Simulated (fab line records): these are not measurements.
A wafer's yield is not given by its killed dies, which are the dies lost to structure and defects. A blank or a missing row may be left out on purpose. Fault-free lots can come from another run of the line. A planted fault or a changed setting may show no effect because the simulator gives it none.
Which tool is to blame? / flow nand-harc / 18 wafers from 6 lots sampled at 5 of the route's 1302 steps

## WHAT EACH GAUGE READ, for each wafer
NHARC_END_SORT_01.
lot / measured / on / killed-at-array

## EACH LOT AND THE TOOL THAT RAN IT (in order: tool; ch and the chambers of the sampled wafers; start)
lot=L841; NHARC_A_STAIRCASE_STRIP_171=plasma-asher-02 ch 0, day 16 12:28; NHARC_A_STAIRCASE_TRIM_18=rie-diel-09 ch 2,3, day 16 14:35; NHARC_A_STAIRCASE_ETCH_21=rie-diel-09 ch 0,1,3, no start; NHARC_A_STAIRCASE_ETCH_27=rie-diel-09 ch 1,2,3, no start
lot=L844; NHARC_A_STAIRCASE_STRIP_171=plasma-asher-02 ch 0,1, day 17 16:00; NHARC_A_STAIRCASE_TRIM_18=rie-diel-03 ch 0,1, day 17 18:19; NHARC_A_STAIRCASE_ETCH_21=rie-diel-09 ch 1,3, no start; NHARC_A_STAIRCASE_ETCH_27=rie-diel-09 ch 0,1,3, no start
lot=L855; NHARC_A_STAIRCASE_STRIP_171=plasma-asher-01 ch 0,1, day 22 12:03; NHARC_A_STAIRCASE_TRIM_18=rie-diel-08 ch 0,1,3, day 22 14:20; NHARC_A_STAIRCASE_ETCH_21=rie-diel-08 ch 0,2,3, no start; NHARC_A_STAIRCASE_ETCH_27=rie-diel-08 ch 1,2,3, no start
lot=L857; NHARC_A_STAIRCASE_STRIP_171=plasma-asher-02 ch 0,1, day 23 09:38; NHARC_A_STAIRCASE_TRIM_18=rie-diel-09 ch 2,3, day 23 11:59; NHARC_A_STAIRCASE_ETCH_21=rie-diel-08 ch 0,3, no start; NHARC_A_STAIRCASE_ETCH_27=rie-diel-08 ch 0,1,2, no start
lot=L860; NHARC_A_STAIRCASE_STRIP_171=plasma-asher-02 ch 0,1, day 24 10:47; NHARC_A_STAIRCASE_TRIM_18=rie-diel-08 ch 0,1,2, day 24 12:59; NHARC_A_STAIRCASE_ETCH_21=rie-diel-08 ch 0,1,2, no start; NHARC_A_STAIRCASE_ETCH_27=rie-diel-08 ch 0,3, no start
lot=L862; NHARC_A_STAIRCASE_STRIP_171=plasma-asher-02 ch 0,1, day 25 01:04; NHARC_A_STAIRCASE_TRIM_18=rie-diel-09 ch 0,1,2, day 25 03:17; NHARC_A_STAIRCASE_ETCH_21=rie-diel-03 ch 0,3, no start; NHARC_A_STAIRCASE_ETCH_27=rie-diel-03 ch 2,3, no start
- NHARC_A_STAIRCASE_STRIP_171: strips in O2.
- NHARC_A_STAIRCASE_TRIM_18: chemistry O2, time 211.2 s.
- NHARC_A_STAIRCASE_ETCH_21: etches the open film in C4F8/O2, target depth 100 nm, time 40.5 s.
- NHARC_A_STAIRCASE_ETCH_27: etches the open film in C4F8/O2, target depth 100 nm, time 40.5 s.

## THE ANSWER, worked out from the rows above alone
Rule: the lots themselves supply what counts as usual. The widest of any qualifying gaps counts: lots, ordered by their means at a reading, are off when they make up no more than a third of the lots, leave a main group of 4 or more, and stand apart from it by 3 or more times the standard deviation of that group's means. If all means in a main group match to the digits the tables above print for the reading, that group is not used. Also off: a lot with no number at a reading for which 4 or more lots have one. Where the step has rows for the other lots, those lots are counted as sound.
Nothing can be told from this: no lot is off at any reading shown.

## WHAT WAS PUT IN BY THE SIMULATOR
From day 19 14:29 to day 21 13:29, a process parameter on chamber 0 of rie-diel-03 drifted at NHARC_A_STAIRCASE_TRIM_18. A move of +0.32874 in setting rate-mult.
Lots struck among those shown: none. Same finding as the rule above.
